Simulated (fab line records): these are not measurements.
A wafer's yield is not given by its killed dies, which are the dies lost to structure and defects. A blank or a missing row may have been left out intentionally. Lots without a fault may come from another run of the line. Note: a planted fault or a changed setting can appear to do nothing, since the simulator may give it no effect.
Matching of chambers	flow n5 finfet	rie diel-01 running N5_DUMMY_GATE_STRIP_48: 4 sister chambers
The step strips in N2/H2, time 20 s. 8 wafers are shown with their chamber, then 10 later ones without.

## WAFERS PAIRED WITH THEIR CHAMBERS
wafer	chamber	drypump motor current A (A)	showerhead plenum p Torr (Torr)
L078.5	1	6.5	3.46
L083.5	0	6.1	3.25
L083.6	3	5.0	3.24
L089.2	3	5.0	3.24
L089.3	2	5.9	3.49
L089.6	0	6.0	3.24
L092.1	2	6.0	3.49
L092.4	1	6.5	3.45

## WAFERS WITHOUT THEIR CHAMBER
wafer	drypump motor current A (A)	showerhead plenum p Torr (Torr)
L092.6	6.5	3.45
L094.1	6.0	3.49
L094.2	6.0	3.24
L094.5	6.0	3.24
L096.2	5.0	3.23
L096.4	6.0	3.48
L096.6	6.5	3.45
L097.2	6.0	3.48
L097.3	6.1	3.24
L097.6	5.0	3.23

## WHICH CHAMBER EACH ONE RAN IN
wafer	from the rows above	in truth
L092.6	1	1
L094.1	2	2
L094.2	0	0
L094.5	0	0
L096.2	3	3
L096.4	2	2
L096.6	1	1
L097.2	2	2
L097.3	0	0
L097.6	3	3
Correctly placed: 10 of 10. From these rows, 0 cannot be placed. Number placed wrongly: 0.
How it was worked out, from the rows above alone: a wafer's distance from a chamber is the root of the sum, over the readings, of the square of ((its reading less the chamber's mean) divided by the reading's scatter). The wafer belongs to the nearest chamber; if the next one is less than 2 further off, it can't be placed. Each chamber's mean is taken over the wafers shown for it. The scatter is the square root of a quotient: the sum, over the shown wafers, of each reading's squared deviation from its chamber's mean, divided by wafers minus chambers.
